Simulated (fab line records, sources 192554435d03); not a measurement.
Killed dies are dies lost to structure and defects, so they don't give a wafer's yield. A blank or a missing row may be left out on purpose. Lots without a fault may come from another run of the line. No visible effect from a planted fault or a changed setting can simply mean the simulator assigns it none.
Comparing a struck lot with a sound one	flow n5Finfet	21 out of 1938 route steps
Sound: these wafers, L125.2, L125.5, L125.6. Wafers struck: L139.1, L139.2, L139.4. The cause comes at the end.
Each step with rows lists, per side, the tool, then ch with its chambers, then its first start. Under that, the readings that differ: sound wafers	struck wafers	difference of the means	sigmas: that difference in standard deviations of wafers without a fault.
alike: readings whose means differ by less than 2 such deviations, and words and numbers that are the same on both sides. not compared: withheld readings, readings that some wafer has no value for, bounds like >300 that may hide the same value, and numbers for which the record gives no deviation and whose values overlap.
The two part at a step that has a row with sigmas, a row that says differs or no value, or rows on one side only. Numbers that don't overlap but have no deviation are shown without sigmas and don't part them. A reading that every wafer of one side lacks parts them only if that side has two wafers or more.

first, 1 step without rows for these wafers: N5_ZERO_LAYER_HARDBAKE_23 (time 120 s).
N5_ZERO_LAYER_CD_MEAS_11 targets a cd of 2000 nm.
  sound on cdSem-02 ch 0, day 3 00:40; struck on cdSem-03 ch 0, day 6 12:46
  alike: cdNm
N5_ZERO_LAYER_DESCUM_16: chemistry O2, time 7.9 s.
  sound on rieDiel-02 ch 1,2,3, day 3 00:47; struck on rieDiel-01 ch 0,1,2, day 6 12:48
  alike: drypumpMotorCurrentA, oesProductAu, rfVppV, showerheadPlenumPTorr, throttleValvePct
  not compared: rfHoursCounterH
N5_ZERO_LAYER_ETCH_17: etches SiO2 in CF4, target depth 12 nm, time 13.3 s.
  sound on rieDiel-02 ch 1,2,3, day 3 00:49; struck on rieDiel-01 ch 0,1,2, day 6 12:50
  alike: drypumpMotorCurrentA, oesProductAu, rfVppV, showerheadPlenumPTorr, throttleValvePct
  not compared: rfHoursCounterH
N5_ZERO_LAYER_ETCH_18: etches Si in HBr/Cl2, target depth 120 nm, time 40 s.
  sound on rieSi-02 ch 0,1, day 3 00:53; struck on rieSi-02 ch 0,1,3, day 6 12:55
  alike: drypumpMotorCurrentA, oesProductAu, throttleValvePct
  not compared: rfHoursCounterH
N5_ZERO_LAYER_STRIP_24: strips in O2.
  sound on plasmaAsher-02 ch 0,1, day 3 00:59; struck on plasmaAsher-01 ch 0,1, day 6 13:01
  alike: drypumpMotorCurrentA, heaterPowerW, oesProductAu, stripTimeToEndpointS
  not compared: rfHoursCounterH
then, 1 step without rows for these wafers: N5_ZERO_LAYER_STRIP_19 (strips in SPM, time 900 s).
N5_ZERO_LAYER_INSPECT_20: inspects for defects (darkfield).
  struck on defectInspect-01, day 6 13:23; sound on defectInspect-02, day 3 01:21
  alike: rawDefectCount
then, 4 steps without rows for these wafers: N5_WELL_APT_HMDS_01 (time 60 s); N5_WELL_APT_COAT_02 (resist thk 950 nm); N5_WELL_APT_EBR_04; N5_WELL_APT_SOFTBAKE_03 (time 60 s).
N5_WELL_APT_EXPOSE_05: exposes mask NWELL, defocus 0 nm, target cd 200 nm.
  sound on krfScanner-01 ch 0, day 3 01:37; struck on krfScanner-01 ch 0, day 6 13:38
reading	sound	struck	difference	sigmas
model.WELL_APT.overlayXNm (nm)	2.926 2.926 2.926	29.41 29.41 29.41	+26.48	
  alike: mask, exposureDoseMJCm2
then, 3 steps without rows for these wafers: N5_WELL_APT_PEB_06 (peb time 90 s); N5_WELL_APT_DEVELOP_07 (develop time 45 s); N5_WELL_APT_HARDBAKE_12 (time 120 s).
N5_WELL_APT_CD_MEAS_08 targets a cd of 200 nm.
  sound on cdSem-02 ch 0, day 3 01:47; struck on cdSem-03 ch 0, day 6 13:49
  alike: cdNm
N5_WELL_APT_OVL_MEAS_09:
  sound on overlay-02 ch 0, day 3 01:49; struck on overlay-02 ch 0, day 6 13:50
reading	sound	struck	difference	sigmas
NWELL_OVL (nm)	6 16 4	29 32 29	+21	+4
N5_WELL_APT_INSPECT_10: inspects for defects (macro).
  struck on defectInspect-01, day 6 13:52; sound on defectInspect-01, day 3 01:50
  alike: rawDefectCount
-- here the record skips 8 days between the struck wafers' starts before and after, leaving off in module WELL_APT and picking up in module BEOL_M4 (first step shown: number 1111 of the route) --
N5_BEOL_M4_RC_MEAS_101:
  sound on prober-01 ch 0, day 10 19:14; struck on prober-01 ch 0, day 14 03:54
  alike: DIBL_N, DIBL_P, IOFF_N, IOFF_P, ION_N, ION_P, SS_N, SS_P, VT_N, VT_P
-- the record jumps here: 5 days lie between the struck wafers' starts before and after (it left off in module BEOL_M4 and takes up again in module PASSIVATION, whose first step shown is number 1936 of the route) --
N5_PASSIVATION_PROBE_49:
  the record has rows for the struck wafers here (prober-01, day 19 03:01) and none for the sound ones

== WHERE THEY PART ==
Last at N5_PASSIVATION_PROBE_49 as far as this record goes, first at N5_WELL_APT_OVL_MEAS_09.

WHY: the cause the simulator had injected
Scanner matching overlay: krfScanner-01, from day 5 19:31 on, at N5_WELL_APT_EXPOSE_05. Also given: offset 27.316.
